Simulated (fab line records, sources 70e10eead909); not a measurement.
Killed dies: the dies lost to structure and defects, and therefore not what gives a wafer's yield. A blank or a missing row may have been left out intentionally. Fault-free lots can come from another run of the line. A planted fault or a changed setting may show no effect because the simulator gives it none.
A struck lot beside a sound one    flow nand harc    14 steps out of a route of 1159
Sound: wafers L781.1, L781.5, L781.6. Struck: wafers L797.2, L797.5 (left out: L797.1, a lot-mate that was not struck); the cause follows at the end.
For every step that has rows: the tool of each side, followed by ch and its chambers, followed by its first start. Under that, the readings that differ: sound wafers    struck wafers    difference of the means    sigmas: that difference in standard deviations of wafers without a fault.
alike: words and numbers the same on both sides, and readings whose means are apart by under 2 such deviations; not compared: readings that were withheld, readings missing a value for some wafer, numbers with overlapping values and no deviation given by the record, and bounds like >300 which may hide the same value.
Wherever a step has rows on one side only, a row that says differs or no value, or a row with sigmas, the two part there. Numbers that don't overlap but have no deviation are shown without sigmas and don't part them. A reading that every wafer of one side lacks parts them only if that side has two wafers or more.

NHARC_A_CONTACT_ETCH_138: etches the open film in C4F8/O2/Ar, time 132 s, target depth 1289 nm.
  sound on har cap etch-03 ch 0,1, day 18 14:05; struck on har cap etch-03 ch 0,1, day 22 04:10
  not compared: rf hours counter h
NHARC_A_CONTACT_ETCH_139: etches the open film in C4F8/O2/Ar, time 137 s, target depth 590 nm.
  sound on har cap etch-03 ch 0,1, day 18 14:13; struck on har cap etch-03 ch 0,1, day 22 04:17
  not compared: rf hours counter h
NHARC_A_CONTACT_ETCH_92: etches the open film in CH3F/O2, target depth 40 nm, time 85.7 s.
  sound on rie diel-01 ch 0,3, day 18 14:35; struck on rie diel-01 ch 0,2, day 22 04:41
reading                sound              struck       difference  sigmas
oes product au (a.u.)  0.909 0.911 0.903  1.013 0.986  +0.092      +3
  alike: drypump motor current A, rf fwd power W, rf vpp V, showerhead plenum p Torr, throttle valve pct
  not compared: rf hours counter h
NHARC_A_CONTACT_ETCH_98: etches the open film in C4F6/O2, target depth 20 nm, time 10 s.
  sound: rie diel-01 ch 0,2,3; struck: rie diel-01 ch 0,3
reading                sound              struck       difference  sigmas
oes product au (a.u.)  0.943 0.941 0.947  1.026 0.986  +0.062      +3
  alike: drypump motor current A, rf fwd power W, rf vpp V, showerhead plenum p Torr, throttle valve pct
  not compared: rf hours counter h
NHARC_A_CONTACT_CD_MEAS_15:
  sound: cd sem-02 at day 18 14:50; struck: cd sem-02 at day 22 04:55
  alike: cd nm
then, 6 steps without rows for these wafers: NHARC_A_CONTACT_STRIP_107 (strips in N2/H2); NHARC_A_CONTACT_STRIP_108 (strips in CF4/CHF3); NHARC_A_CONTACT_STRIP_109 (strips in O2/COS); NHARC_A_CONTACT_ETCH_110 (etches the open film in CF4/O2, target depth 50 nm, overetch 5 nm, time 27.5 s); NHARC_A_CONTACT_STRIP_26 (strips in O2); NHARC_A_CONTACT_STRIP_27 (strips in post etch residue remover, time 600 s).
NHARC_A_CONTACT_ALD_18: deposits TiN, target thk 3 nm, pulse time 1 s, ald cycles 150.
  sound on ald metal-01 ch 2,3, day 18 15:52; struck on ald metal-04 ch 0,2, day 22 05:54
  alike: heater power w, precursor pulse height rel
NHARC_A_CONTACT_CVD_19: deposits W, target thk 300 nm, time 802 s.
  sound on cvd w-01 ch 0,1, day 18 16:04; struck on cvd w-01 ch 0,1, day 22 06:04
  alike: heater power w, mfc h2 sccm, throttle valve pct
NHARC_A_CONTACT_CMP_20: polishes, t overpolish 30 s, target thk 300 nm.
  sound on cmp-04 ch 0,2,3, day 18 17:02; struck on cmp-04 ch 0, day 22 06:58
reading                 sound     struck  difference  sigmas
time to endpoint s (s)  59 57 56  95 96   +38         +11
  alike: motor current A, overpolish run s

## WHERE THEY PART
At NHARC_A_CONTACT_ETCH_92 first; at NHARC_A_CONTACT_CMP_20 last (within this record only).

WHY: what the simulator had put in
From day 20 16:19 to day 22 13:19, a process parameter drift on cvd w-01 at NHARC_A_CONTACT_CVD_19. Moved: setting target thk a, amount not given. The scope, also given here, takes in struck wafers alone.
